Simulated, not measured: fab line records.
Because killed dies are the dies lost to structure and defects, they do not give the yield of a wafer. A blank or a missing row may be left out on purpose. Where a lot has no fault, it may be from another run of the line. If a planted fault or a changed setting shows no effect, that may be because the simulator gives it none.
Which of the tools did it?	flow n5 finfet	25 wafers from 10 lots sampled at 5 of the route's 1938 steps

## WHAT THE GAUGES READ, wafer by wafer
N5_BEOL_M0_SAQP_CD_MEAS_29 targets a cd of 14.4 nm.
lot	measured	on	cd nm (nm)
L828	day 6 01:59	cd sem-03	15.41 14.64
L831	day 6 23:14	cd sem-03	15.20 14.82 14.98
L832	day 7 01:47	cd sem-03	15.26 15.31 14.79
L833	day 7 05:25	cd sem-02	14.41 14.79 15.12
L834	day 7 13:24	cd sem-01	15.02 22.45 22.07
L840	day 9 05:50	cd sem-01	22.08 22.19
L843	day 10 07:46	cd sem-02	15.12 14.93
L846	day 10 14:14	cd sem-02	15.43 15.00
L847	day 10 20:28	cd sem-03	15.37 14.82 14.90
L850	day 11 15:31	cd sem-03	14.92 15.31

## EACH LOT AND THE TOOL THAT RAN IT (in order: tool; ch and the chambers of the sampled wafers; start)
lot	N5_BEOL_M0_SAQP_ETCH_84	N5_BEOL_M0_SAQP_MANDREL1_REMOVE_100	N5_BEOL_M0_SAQP_STRIP_108	N5_BEOL_M0_SAQP_SPACER2_ALD_26
L828	rie diel-02 ch 2, day 5 22:25	rie si-02 ch 1,3, day 5 23:49	rie diel-02 ch 1,2, day 6 00:44	ald sin-04 ch 3, day 6 01:10
L831	rie diel-02 ch 0,1,2, day 6 19:53	rie si-02 ch 0,1, day 6 21:22	rie diel-06 ch 0,1, day 6 22:17	ald sin-01 ch 1,2, day 6 22:29
L832	rie diel-06 ch 1,3, day 6 22:25	rie si-06 ch 0,2,3, day 6 23:50	rie diel-01 ch 0,1, day 7 00:49	ald sin-04 ch 2,3, day 7 01:01
L833	rie diel-02 ch 0,2,3, day 7 00:58	rie si-02 ch 0,1,3, day 7 02:21	rie diel-06 ch 0,1, day 7 03:23	ald sin-01 ch 1,2,3, day 7 04:40
L834	rie diel-02 ch 1,2, day 7 10:06	rie si-02 ch 0,1, day 7 11:32	rie diel-01 ch 0,2,3, day 7 12:27	ald sin-01 ch 0,2,3, day 7 12:40
L840	rie diel-02 ch 2,3, day 9 01:12	rie si-06 ch 1,2, day 9 03:55	rie diel-06 ch 0,3, day 9 04:54	ald sin-01 ch 0,3, day 9 05:21
L843	rie diel-01 ch 0,1, day 10 04:30	rie si-06 ch 0,1, day 10 05:52	rie diel-01 ch 0,3, day 10 06:46	ald sin-04 ch 2, day 10 06:57
L846	rie diel-01 ch 1,2, day 10 10:50	rie si-01 ch 2,3, day 10 12:12	rie diel-06 ch 2,3, day 10 13:07	ald sin-04 ch 2,3, day 10 13:29
L847	rie diel-02 ch 0,2,3, day 10 14:16	rie si-06 ch 1,2, day 10 17:02	rie diel-06 ch 0,1,2, day 10 18:02	ald sin-04 ch 0,1,2, day 10 19:41
L850	rie diel-02 ch 2, day 11 08:53	rie si-06 ch 1,2, day 11 11:40	rie diel-02 ch 2, day 11 12:48	ald sin-04 ch 1,2, day 11 14:46
- N5_BEOL_M0_SAQP_ETCH_84: etches SOC in N2/H2, target depth 100 nm, overetch 20 nm, time 150 s.
- N5_BEOL_M0_SAQP_MANDREL1_REMOVE_100: chemistry HBr/Cl2/O2, target a-Si, stops on SiNx, bt time 10 s.
- N5_BEOL_M0_SAQP_STRIP_108: strips in N2/H2.
- N5_BEOL_M0_SAQP_SPACER2_ALD_26: deposits SiO2, target thk 15 nm, pulse time 1 s, purge time 2 s.

## THE ANSWER, worked out from the rows above alone
Rule: usual is defined by the lots themselves. Put in order of their means at a reading, lots are off if they are a third of the lots or fewer, leave a main group of 4 or more, and stand apart from it by a gap of 3 or more times the standard deviation of the main group's means; of several such gaps the widest counts. Not used: any main group whose means are identical at the precision the tables above print for the reading. Also off: a lot with no number at a reading for which 4 or more lots have one. The other lots that the step has rows for count as sound.
Off at N5_BEOL_M0_SAQP_CD_MEAS_29 (cd nm): L834, L840. Mean 15.04 nm and standard deviation 0.12 in the main group.
A tool fits if, at a process step before that reading, it ran every lot that is off, and no sound lot after the first of them. The gauges at N5_BEOL_M0_SAQP_CD_MEAS_29 are tried like those tools. This does not decide it: 2 tools fit, namely ald sin-01 at N5_BEOL_M0_SAQP_SPACER2_ALD_26 and cd sem-01 at N5_BEOL_M0_SAQP_CD_MEAS_29.

## WHAT THE SIMULATOR HAD INSERTED
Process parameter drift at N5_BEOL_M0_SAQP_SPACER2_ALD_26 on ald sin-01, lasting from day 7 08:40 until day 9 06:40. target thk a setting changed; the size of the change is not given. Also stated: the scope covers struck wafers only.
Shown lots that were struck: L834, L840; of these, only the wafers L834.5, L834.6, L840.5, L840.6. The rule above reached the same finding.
